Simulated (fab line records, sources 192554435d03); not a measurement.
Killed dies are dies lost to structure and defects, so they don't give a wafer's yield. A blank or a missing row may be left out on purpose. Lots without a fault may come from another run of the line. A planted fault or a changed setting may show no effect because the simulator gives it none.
A struck lot beside a sound one | flow n5_finfet | 15 steps out of a route of 1938
Sound: wafers L420.1, L420.3, L420.6. Struck: wafers L418.2, L418.3, L418.6. The cause comes at the end.
At each step with rows: each side's tool, then ch and its chambers, then its first start. Under that, the readings that differ: sound wafers | struck wafers | difference of the means | sigmas: that difference in standard deviations of wafers without a fault.
alike: readings whose means differ by less than 2 such deviations, and words and numbers that are the same on both sides. not compared: withheld readings, readings that some wafer has no value for, bounds like >300 that may hide the same value, and numbers for which the record gives no deviation and whose values overlap.
The two part at a step that has a row with sigmas, a row that says differs or no value, or rows on one side only. Numbers that don't overlap but have no deviation are shown without sigmas and don't part them. A reading that every wafer of one side lacks parts them only if that side has two wafers or more.

first, 6 steps without rows for these wafers: N5_BEOL_M15_EBR_06; N5_BEOL_M15_SOFTBAKE_05 (time 60 s); N5_BEOL_M15_EXPOSE_07 (exposes mask V14); N5_BEOL_M15_PEB_08 (peb time 90 s); N5_BEOL_M15_DEVELOP_09 (develop time 45 s); N5_BEOL_M15_HARDBAKE_14 (time 120 s).
N5_BEOL_M15_CD_MEAS_10: target cd 360 nm.
  sound on cd_sem-01 ch 0, day 14 11:00; struck on cd_sem-03 ch 0, day 13 20:03
  alike: cd_nm
N5_BEOL_M15_OVL_MEAS_11:
  sound on overlay-01 ch 0, day 14 11:02; struck on overlay-01 ch 0, day 13 20:05
  alike: V14_OVL
N5_BEOL_M15_INSPECT_12: inspects for defects (macro).
  sound on defect_inspect-01, day 14 11:04; struck on defect_inspect-02, day 13 20:06
  alike: raw_defect_count
N5_BEOL_M15_DESCUM_15: chemistry O2, time 7.9 s.
  sound on rie_diel-02 ch 0,3, day 14 11:05; struck on rie_diel-06 ch 1,3, day 13 20:17
  alike: drypump_motor_current_A, oes_product_au, rf_vpp_V, showerhead_plenum_p_Torr, throttle_valve_pct
  not compared: rf_hours_counter_h
N5_BEOL_M15_ETCH_59: etches BARC in N2/H2, target depth 89 nm, overetch 26.7 nm, time 67.9 s.
  sound on rie_diel-02 ch 0,3, day 14 11:08; struck on rie_diel-06 ch 1,3, day 13 20:19
  reading                         | sound          | struck         | difference | sigmas
  showerhead_plenum_p_Torr (Torr) | 2.73 2.62 2.73 | 2.48 2.46 2.48 | -0.22      | -2
  alike: drypump_motor_current_A, oes_product_au, rf_vpp_V, throttle_valve_pct
  not compared: rf_hours_counter_h
N5_BEOL_M15_VIA_ETCH_16: etches SiO2 in C4F8/O2/Ar, target depth 1792.2 nm.
  sound on rie_diel-02 ch 0,3, day 14 11:11; struck on rie_diel-06 ch 1,3, day 13 20:22
  alike: drypump_motor_current_A, he_outer_torr, oes_product_au, rf_vpp_V, showerhead_plenum_p_Torr, throttle_valve_pct
N5_BEOL_M15_STRIP_63: strips in O2.
  sound on rie_diel-02 ch 0,3, day 14 11:00; struck on rie_diel-06 ch 1,3, day 13 20:00
  reading                        | sound             | struck            | difference | sigmas
  chamber_pressure_mTorr (mTorr) | 29.99 30.03 30.04 | 38.96 39.05 39.05 | +9.00      | +99 or more
  alike: drypump_motor_current_A, oes_product_au, rf_vpp_V, showerhead_plenum_p_Torr, throttle_valve_pct
  not compared: rf_hours_counter_h
N5_BEOL_M15_STRIP_64: strips in O2.
  sound on rie_diel-02 ch 0,3; struck on rie_diel-06 ch 1,3
  alike: chamber_pressure_mTorr, drypump_motor_current_A, oes_product_au, rf_vpp_V, showerhead_plenum_p_Torr, throttle_valve_pct
  not compared: rf_hours_counter_h
N5_PASSIVATION_PROBE_49:
  sound on prober-02, day 15 06:03; struck on prober-02, day 14 19:55
  alike: defect_limited_yield, killed_at_M0_to_M3, killed_at_M4_up, killed_at_contacts, killed_at_front_end, killed_at_other, killed_dies, killed_open, killed_short, sort_bin_4_leakage, sort_bin_5_function, sort_bin_6_memory, sort_bin_8_speed, sort_n_pass, sort_yield_pct

WHERE THEY PART
First at N5_BEOL_M15_ETCH_59; last, within this record, at N5_BEOL_M15_STRIP_63. Later steps at which nothing parts them and some readings are alike: N5_BEOL_M15_STRIP_64, N5_PASSIVATION_PROBE_49.

WHY: what the simulator had put in
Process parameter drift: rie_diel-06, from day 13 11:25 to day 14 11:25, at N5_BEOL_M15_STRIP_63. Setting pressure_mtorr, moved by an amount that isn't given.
